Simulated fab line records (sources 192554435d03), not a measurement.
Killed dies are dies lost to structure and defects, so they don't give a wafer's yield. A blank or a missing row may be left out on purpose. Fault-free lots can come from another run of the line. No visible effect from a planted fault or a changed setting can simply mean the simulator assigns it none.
Comparing a struck lot with a sound one | flow n5-finfet | 20 out of 1938 route steps
Sound: these wafers, L109.1, L109.4, L109.6. Struck: wafer L115.2 (L115.3, L115.6, from the same lot, were not struck and are left out); the cause is given at the end.
Each step with rows lists, per side, the tool, then ch with its chambers, then its first start. Under that, the readings that differ: sound wafers | struck wafers | difference of the means | sigmas: that difference in standard deviations of wafers without a fault.
alike: a reading whose means differ by less than 2 such deviations, as well as words and numbers matching on both sides. not compared: withheld readings; readings where some wafer has no value; bounds like >300 that might hide an equal value; numbers whose values overlap and for which the record gives no deviation.
The two part at a step that has a row with sigmas, a row that says differs or no value, or rows on one side only. Numbers that have no deviation but don't overlap get no sigmas and don't part them. A reading that every wafer of one side lacks parts them only if that side has two wafers or more.

first, 7 steps without rows for these wafers: N5_PASSIVATION_COAT_38; N5_PASSIVATION_EBR_40; N5_PASSIVATION_SOFTBAKE_39 (time 120 s); N5_PASSIVATION_EXPOSE_41 (exposes mask PASS OPEN, defocus 0 nm, target cd 40000 nm); N5_PASSIVATION_PEB_42; N5_PASSIVATION_DEVELOP_43 (develop time 60 s); N5_PASSIVATION_HARDBAKE_45 (time 120 s).
N5_PASSIVATION_CD_MEAS_44: target cd 40000 nm.
  sound on cd-sem-01 ch 0, day 13 03:23; struck on cd-sem-01 ch 0, day 15 00:41
  alike: cd-nm
N5_PASSIVATION_OVL_MEAS_66:
  sound on overlay-02 ch 0, day 13 03:25; struck on overlay-01 ch 0, day 15 00:44
  alike: PASS_OPEN_OVL
N5_PASSIVATION_INSPECT_67: inspects for defects (macro).
  sound: defect-inspect-02 at day 13 03:27; struck: defect-inspect-01 at day 15 00:46
  alike: raw-defect-count
N5_PASSIVATION_DESCUM_46: chemistry O2, time 7.9 s.
  sound on rie-diel-01 ch 2,3, day 13 03:53; struck on rie-diel-03 ch 3, day 15 00:48
  alike: drypump-motor-current-A, oes-product-au, rf-vpp-V, showerhead-plenum-p-Torr, throttle-valve-pct
  not compared: rf-hours-counter-h
N5_PASSIVATION_PASS_ETCH_47: etches SiNx in CF4/O2, target depth 770 nm, time 385 s.
  sound on rie-diel-01 ch 2,3, day 13 03:55; struck on rie-diel-03 ch 3, day 15 00:50
  alike: O2_flow_sccm, drypump-motor-current-A, oes_ar_750_au, oes_o_777_au, oes-product-au, rf-vpp-V, showerhead-plenum-p-Torr, throttle-valve-pct
  not compared: rf-hours-counter-h
N5_PASSIVATION_ETCH_54: etches SiO2 in CHF3/O2, target depth 880 nm, time 440 s.
  sound on rie-diel-01 ch 2,3, day 13 04:09; struck on rie-diel-03 ch 3, day 15 01:04
  alike: O2_flow_sccm, drypump-motor-current-A, oes_ar_750_au, oes_o_777_au, oes-product-au, rf-vpp-V, showerhead-plenum-p-Torr, throttle-valve-pct
  not compared: rf-hours-counter-h
N5_PASSIVATION_STRIP_48: strips in O2.
  sound on rie-diel-01 ch 2,3, day 13 04:26; struck on rie-diel-03 ch 3, day 15 01:21
  alike: drypump-motor-current-A, oes-product-au, rf-vpp-V, showerhead-plenum-p-Torr, throttle-valve-pct
  not compared: rf-hours-counter-h
then, 4 steps without rows for these wafers: N5_PASSIVATION_STRIP_52 (strips in post etch residue remover, time 1200 s); N5_PASSIVATION_CLEAN_71 (cleans in IPA, time 180 s); N5_PASSIVATION_SRD_72 (time 30 s); N5_PASSIVATION_ANNEAL_56 (time 1800 s).
N5_PASSIVATION_PROBE_49:
  record: rows for the struck wafers here (prober-02, day 15 04:43), none for the sound ones
N5_PASSIVATION_INSPECT_57: inspects for defects (macro).
  sound: defect-inspect-02 at day 13 07:18; struck: defect-inspect-02 at day 15 05:01
  reading          | sound | struck | difference | sigmas
  raw-defect-count | 5 1 3 | >300   | differs    |

WHERE THEY PART
At N5_PASSIVATION_PROBE_49 first; at N5_PASSIVATION_INSPECT_57 last (within this record only).

WHY: whatever the simulator had introduced
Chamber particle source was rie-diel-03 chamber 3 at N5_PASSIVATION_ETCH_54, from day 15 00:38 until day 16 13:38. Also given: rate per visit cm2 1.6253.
